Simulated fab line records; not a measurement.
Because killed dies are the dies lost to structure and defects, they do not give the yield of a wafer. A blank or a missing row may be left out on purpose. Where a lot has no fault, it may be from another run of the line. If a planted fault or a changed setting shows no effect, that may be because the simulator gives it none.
Matching of chambers    flow n5-finfet    N5_BEOL_M6_ALD_77 on ald-metal-02: 4 sister chambers
The step deposits TaN, target thk 2 nm, pulse time 2 s, purge time 3 s. 18 wafers are shown with their chamber, then 9 later ones without.

== EACH WAFER AND ITS CHAMBER ==
wafer   chamber  heater-power-w (W)  precursor-vessel-temp-c (C)
L075.1  0        473                 74.99
L075.4  2        465                 75.05
L075.6  3        327                 75.30
L081.2  1        303                 74.87
L081.3  2        481                 74.96
L081.5  2        473                 75.08
L082.1  1        302                 75.05
L082.4  3        321                 75.00
L082.6  1        304                 75.01
L084.1  2        488                 75.06
L084.4  1        311                 75.29
L084.6  1        307                 75.23
L086.3  1        304                 75.07
L086.4  0        458                 75.04
L086.6  1        295                 74.96
L088.3  1        309                 75.13
L088.4  2        484                 74.89
L088.5  3        321                 75.09

SIGNATURES (means of the wafers above)
reading                  chamber 0  chamber 1  chamber 2  chamber 3  scatter within a chamber
heater-power-w           465.50     304.38     478.20     323.00     6.78
precursor-vessel-temp-c  75.0150    75.0763    75.0080    75.1300    0.122
Rule: distance of a wafer from a chamber = root of the sum over the readings of ((wafer's reading minus chamber's mean) / reading's scatter) squared. The wafer belongs to the nearest chamber; if the next one is less than 2 further off, it can't be placed. The scatter is the square root of a quotient: the sum, over the shown wafers, of each reading's squared deviation from its chamber's mean, divided by wafers minus chambers.

== WAFERS WITH NO CHAMBER GIVEN ==
wafer   heater-power-w (W)  precursor-vessel-temp-c (C)
L090.1  317                 74.98
L090.2  479                 74.95
L090.3  308                 75.06
L091.1  474                 75.14
L091.5  480                 75.02
L091.6  323                 75.06
L094.2  318                 74.97
L094.3  298                 75.07
L094.5  314                 75.13

== CHAMBER TAKEN BY EACH ==
wafer   from the rows above      in truth
L090.1  can't be placed: 3 or 1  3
L090.2  can't be placed: 2 or 0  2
L090.3  can't be placed: 1 or 3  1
L091.1  can't be placed: 2 or 0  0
L091.5  can't be placed: 2 or 0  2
L091.6  3                        3
L094.2  can't be placed: 3 or 1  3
L094.3  1                        1
L094.5  can't be placed: 3 or 1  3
2 of 9 placed correctly. These rows do not allow placing 7 (true chamber among the candidates in 7). Number placed wrongly: 0.
